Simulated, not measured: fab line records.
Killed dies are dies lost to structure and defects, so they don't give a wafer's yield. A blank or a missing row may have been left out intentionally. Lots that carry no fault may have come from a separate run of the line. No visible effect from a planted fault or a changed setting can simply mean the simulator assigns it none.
Problem report in the 8D (eight disciplines) form, filled by code || flow nand harc || the parts of the form that need people (team, actions taken, sign-off) are left out

1. THE ISSUE
At NHARC_END_SORT_01, killed at array averages 376 over 2 wafers from 2 lots, while fault-free wafers read 51, standard deviation 17. That is +19 standard deviations from the usual mean.
Earliest sighting: wafer L588.2 on prober-02 at day 30 10:44. The record has a number at this step for 6 wafers belonging to 2 lots. Rule for "out", or "out of limits": more than 4 standard deviations from the usual mean. The rest of the wafers with a number are treated as sound.

2. WHAT IT IS, WHAT IT ISN'T
{"question": "which readings at this step", "is": "killed at array, killed dies", "is not": "killed at other, killed at periphery, killed open, killed short"}
{"question": "which lots", "is": "L585, L588", "is not": "-"}
{"question": "which wafers of those lots", "is": "L585.6, L588.2", "is not": "L585.4, L585.5, L588.3, L588.5"}
{"question": "read on which gauges", "is": "prober-01, prober-02", "is not": "-"}
{"question": "when", "is": "from day 30 10:44", "is not": "up to then (0 sound wafers); but 4 sound wafers of L585, L588 came after"}

3. WHAT RULES OUT EACH SUSPECT
Counting: a tool at a process step up to the reading stays a suspect if it ran every lot that is out. Sound lots after the first of them don't rule it out here, since some wafers of a struck lot are sound.
- the gauge at NHARC_END_SORT_01 is ruled out. 2 gauges (prober-01, prober-02) read the wafers that are out.
- ald hk-04 at NHARC_A_WL_FILL_ALD_00 (deposits Al2O3, target thk 3 nm, pulse time 3 s, ald cycles 30): kept. It ran every lot that is out, first L588 (day 26 09:59).
- ald hk-04, NHARC_A_WL_FILL_ALD_00: wafers that are out in chamber 1, sound lot-mates in chambers 0, 3.
The count leaves ald hk-04 at NHARC_A_WL_FILL_ALD_00.

4. THE CAUSE (what the simulator had put in)
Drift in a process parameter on ald hk-04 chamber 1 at NHARC_A_WL_FILL_ALD_00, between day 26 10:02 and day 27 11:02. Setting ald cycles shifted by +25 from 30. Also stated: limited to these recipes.
Only this tool survived the counting.

5. SEQUENCE OF EFFECTS, ordered by route
Rows list readings where the struck wafers' mean (over those with a number) sits beyond 3 standard deviations from the usual. Only readings whose record carries a usual standard deviation are examined. hours: median over the lots of the time between each lot's start at the first step of this table that gives one and its start at this step. sigmas: the change, counted in usual standard deviations.
{"hours": 0, "step": "NHARC_END_SORT_01", "reading": "killed at array", "usual": 51, "on struck wafers": 376, "change": "+325", "sigmas": "+19"}
{"hours": 0, "step": "NHARC_END_SORT_01", "reading": "killed dies", "usual": 57, "on struck wafers": 381, "change": "+324", "sigmas": "+18"}

6. WHAT WOULD HAVE CAUGHT IT SOONER
Counted from the fault's start at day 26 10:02, it took 97 hours until the first out-of-limits reading at a measuring or inspecting step in this record, taken at day 30 10:44.
Of the tool readings at NHARC_A_WL_FILL_ALD_00 for which the record gives a usual standard deviation, none was out on any struck wafer, so an alarm limit of 4 standard deviations on them would not have fired.
Each of the lots that are out, 2 in all, had begun NHARC_A_WL_FILL_ALD_00 on ald hk-04 no later than day 30 10:44. Tool hold at that time: it would have spared none of them.
